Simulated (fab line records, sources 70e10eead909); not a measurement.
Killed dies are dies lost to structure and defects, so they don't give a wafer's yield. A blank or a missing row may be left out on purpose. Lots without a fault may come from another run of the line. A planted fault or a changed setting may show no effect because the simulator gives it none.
A struck lot beside a sound one | flow nand_harc | 20 steps out of a route of 1302
Sound: wafers L706.1, L706.2, L706.3. Struck: wafers L715.1, L715.4, L715.5. The cause comes at the end.
At each step with rows: each side's tool, then ch and its chambers, then its first start. Under that, the readings that differ: sound wafers | struck wafers | difference of the means | sigmas: that difference in standard deviations of wafers without a fault.
alike: readings whose means differ by less than 2 such deviations, and words and numbers that are the same on both sides. not compared: withheld readings, readings that some wafer has no value for, bounds like >300 that may hide the same value, and numbers for which the record gives no deviation and whose values overlap.
The two part at a step that has a row with sigmas, a row that says differs or no value, or rows on one side only. Numbers that don't overlap but have no deviation are shown without sigmas and don't part them. A reading that every wafer of one side lacks parts them only if that side has two wafers or more.

NHARC_P_ZERO_WELL_CD_MEAS_37: target cd 720 nm.
  sound on cd_sem-01 ch 0, day 4 02:14; struck on cd_sem-03 ch 0, day 7 20:15
  alike: cd_nm
then, 1 step without rows for these wafers: NHARC_P_ZERO_WELL_HARDBAKE_38 (time 80 s).
NHARC_P_ZERO_WELL_DESCUM_39: chemistry O2, time 3 s.
  sound on rie_diel-06 ch 1,2,3, day 4 02:25; struck on rie_diel-04 ch 0,1,2, day 7 20:26
  alike: drypump_motor_current_A, oes_product_au, rf_vpp_V, showerhead_plenum_p_Torr, throttle_valve_pct
  not compared: rf_hours_counter_h
then, 9 steps without rows for these wafers: NHARC_P_ZERO_WELL_IMPLANT_40; NHARC_P_ZERO_WELL_IMPLANT_59; NHARC_P_ZERO_WELL_IMPLANT_60; NHARC_P_ZERO_WELL_STRIP_41 (strips in SPM, time 840 s); NHARC_P_ZERO_WELL_DEHYDRATE_44 (time 120 s); NHARC_P_ZERO_WELL_HMDS_45 (time 30 s); NHARC_P_ZERO_WELL_COAT_46; NHARC_P_ZERO_WELL_SOFTBAKE_47 (time 95 s); NHARC_P_ZERO_WELL_EBR_48.
NHARC_P_ZERO_WELL_EXPOSE_49: exposes mask P HVPW, target cd 2000 nm.
  sound on krf_scanner-02 ch 0, day 4 03:43; struck on krf_scanner-02 ch 0, day 7 21:37
  reading | sound                      | struck                              | difference | sigmas
  mask    | P_HVPW#0 P_HVPW#0 P_HVPW#0 | P_HVPW_R1#0 P_HVPW_R1#0 P_HVPW_R1#0 | differs    |
then, 2 steps without rows for these wafers: NHARC_P_ZERO_WELL_PEB_50 (peb time 85 s); NHARC_P_ZERO_WELL_DEVELOP_51 (time 70 s).
NHARC_P_ZERO_WELL_CD_MEAS_52: target cd 2000 nm.
  sound on cd_sem-03 ch 0, day 4 03:52; struck on cd_sem-01 ch 0, day 7 21:47
  reading    | sound                | struck               | difference | sigmas
  cd_nm (nm) | 1998.2 2000.7 2000.3 | 1877.4 1879.5 1878.6 | -121.2     | -99 or more
then, 1 step without rows for these wafers: NHARC_P_ZERO_WELL_HARDBAKE_53 (time 80 s).
NHARC_P_ZERO_WELL_DESCUM_54: chemistry O2, time 3 s.
  sound on rie_diel-06 ch 0,2,3, day 4 04:02; struck on rie_diel-01 ch 0,1,2, day 7 21:58
  reading                      | sound          | struck         | difference | sigmas
  model.P_ZERO_WELL.cd_nm (nm) | 1998 2001 2000 | 1878 1880 1879 | -121       |
  alike: drypump_motor_current_A, oes_product_au, rf_vpp_V, showerhead_plenum_p_Torr, throttle_valve_pct
  not compared: rf_hours_counter_h
then, 1 step without rows for these wafers: NHARC_P_ZERO_WELL_IMPLANT_55.
-- the record jumps here: 22 days lie between the struck wafers' starts before and after (it left off in module P_ZERO_WELL and takes up again in module END, whose first step shown is number 1302 of the route) --
NHARC_END_SORT_01:
  the record has rows for the struck wafers here (prober-02 ch 0, day 30 06:21) and none for the sound ones

WHERE THEY PART
First at NHARC_P_ZERO_WELL_EXPOSE_49; last, within this record, at NHARC_END_SORT_01.

WHY: what the simulator had put in
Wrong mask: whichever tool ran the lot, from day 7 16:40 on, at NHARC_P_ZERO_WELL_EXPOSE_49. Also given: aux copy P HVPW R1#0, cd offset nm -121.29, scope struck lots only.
